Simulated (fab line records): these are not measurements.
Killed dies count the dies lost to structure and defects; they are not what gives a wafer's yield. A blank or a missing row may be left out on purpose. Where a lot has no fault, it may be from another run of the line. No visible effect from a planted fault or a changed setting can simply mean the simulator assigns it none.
Matching of chambers	flow n5-finfet	rie-diel-05 running N5_BEOL_M12_DESCUM_15: 4 sister chambers
The step chemistry O2, time 7.9 s. 16 wafers are shown with their chamber, then 8 later ones without.

## EACH WAFER AND ITS CHAMBER
wafer	chamber	showerhead-plenum-p-Torr (Torr)	drypump-motor-current-A (A)	throttle-valve-pct (%)
L076.3	0	2.05	6.1	20.18
L076.5	2	2.14	5.5	20.03
L076.6	3	2.13	6.0	20.71
L079.1	1	2.05	5.8	20.16
L079.3	3	2.13	6.1	20.72
L079.4	0	2.04	6.1	20.18
L085.2	2	2.14	5.5	20.04
L085.3	1	2.05	5.8	20.18
L085.5	0	2.04	6.1	20.19
L084.3	2	2.14	5.5	20.07
L084.4	0	2.04	6.1	20.21
L084.5	0	2.04	6.1	20.18
L086.1	3	2.13	6.1	20.73
L086.3	1	2.05	5.8	20.16
L086.5	0	2.04	6.1	20.21
L092.2	1	2.04	5.8	20.20

SIGNATURES (means of the wafers above)
reading	chamber 0	chamber 1	chamber 2	chamber 3	scatter within a chamber
showerhead-plenum-p-Torr	2.0417	2.0475	2.1400	2.1300	0.00363
drypump-motor-current-A	6.100	5.800	5.500	6.067	0.0236
throttle-valve-pct	20.1917	20.1750	20.0467	20.7200	0.0165
Rule: a wafer lies at a distance from a chamber equal to the root of the sum of squares, over the readings, of (its reading less the chamber's mean, divided by the reading's scatter). If the next closest chamber is less than 2 further off than the closest, the wafer can't be placed; otherwise it belongs to the closest. The scatter: the root of (the sum of the squares of (reading less its chamber's mean) over the shown wafers, divided by (wafers less chambers)).

## WAFERS WITH NO CHAMBER GIVEN
wafer	showerhead-plenum-p-Torr (Torr)	drypump-motor-current-A (A)	throttle-valve-pct (%)
L092.3	2.12	6.1	20.41
L092.6	2.03	6.1	20.23
L095.1	2.03	6.1	20.23
L095.4	2.12	5.5	20.11
L095.5	2.12	6.1	20.43
L097.2	2.04	5.8	20.21
L097.3	2.12	5.5	20.13
L097.5	2.12	5.5	20.11

## WHICH CHAMBER EACH WENT THROUGH
wafer	from the rows above	in truth
L092.3	3	3
L092.6	0	0
L095.1	0	0
L095.4	2	2
L095.5	3	3
L097.2	1	1
L097.3	2	2
L097.5	2	2
8 of 8 placed correctly. Left unplaced by these rows: 0. 0 placed wrongly.
